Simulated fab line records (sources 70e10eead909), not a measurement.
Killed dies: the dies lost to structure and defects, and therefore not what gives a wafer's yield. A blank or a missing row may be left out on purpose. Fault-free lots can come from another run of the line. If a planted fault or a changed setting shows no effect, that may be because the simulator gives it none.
Which tool did it? ; flow nand_harc ; Sampling: 6 lots, 18 wafers, 5 of 1302 route steps

## WHAT EACH GAUGE READ, for each wafer
NHARC_END_SORT_01.
lot;measured;on;defect_limited_yield (%)
L174;day 26 00:35;prober-01;93.1 91.4 92.9
L178;day 28 00:18;prober-02;90.8 90.8 90.1
L183;day 30 09:55;prober-01;91.7 94.1 92.0
L187;day 32 00:27;prober-02;82.4 83.2 81.5

## WHAT TOOL EACH LOT RAN ON (gives the tool, then ch and the chambers of the sampled wafers, and finally the start)
lot;NHARC_P_M1_ETCH_35;NHARC_A_M1_PVD_21;NHARC_A_BONDPAD_PVD_17;NHARC_THIN_TSV_PVD_19
L170;rie_diel-10 ch 1,2,3, day 6 11:28;pvd_sputter-02, no start;pvd_sputter-01, no start;pvd_sputter-02, no start
L174;rie_diel-09 ch 0,1, day 8 02:25;pvd_sputter-03, day 26 00:35 or earlier;pvd_sputter-03, day 26 00:35 or earlier;pvd_sputter-02, day 26 00:35 or earlier
L178;rie_diel-10 ch 1,2,3, day 9 23:15;pvd_sputter-02, day 28 00:18 or earlier;pvd_sputter-01, day 28 00:18 or earlier;pvd_sputter-01, day 28 00:18 or earlier
L183;rie_diel-09 ch 1,2,3, day 12 08:10;pvd_sputter-03, day 30 09:55 or earlier;pvd_sputter-03, day 30 09:55 or earlier;pvd_sputter-03, day 30 09:55 or earlier
L187;rie_diel-09 ch 1,2,3, day 13 15:49;pvd_sputter-02, day 32 00:27 or earlier;pvd_sputter-01, day 32 00:27 or earlier;pvd_sputter-03, day 32 00:27 or earlier
L192;rie_diel-10 ch 2,3, day 15 20:20;pvd_sputter-02, no start;pvd_sputter-02, no start;pvd_sputter-01, no start
- NHARC_P_M1_ETCH_35: etches the open film in N2/H2, target depth 40 nm, overetch 12 nm, time 43.94 s.
- NHARC_A_M1_PVD_21: deposits Cu, target thk 30 nm, time 20.49 s.
- NHARC_A_BONDPAD_PVD_17: deposits TaN, target thk 5 nm, time 8.06 s.
- NHARC_THIN_TSV_PVD_19: deposits TaN, target thk 20 nm.

## THE ANSWER, worked out from the rows above alone
Rule: what is usual is taken from the lots themselves. The widest of any qualifying gaps counts: lots, ordered by their means at a reading, are off when they make up no more than a third of the lots, leave a main group of 4 or more, and stand apart from it by 3 or more times the standard deviation of that group's means. A main group is skipped when, at the precision printed for the reading in the tables above, its means are all equal. Also off: a lot with no number at a reading for which 4 or more lots have one. All remaining lots with rows at the step are treated as sound.
Across all readings shown, no lot is off: no conclusion can be drawn from this.

## WHAT THE SIMULATOR PUT IN
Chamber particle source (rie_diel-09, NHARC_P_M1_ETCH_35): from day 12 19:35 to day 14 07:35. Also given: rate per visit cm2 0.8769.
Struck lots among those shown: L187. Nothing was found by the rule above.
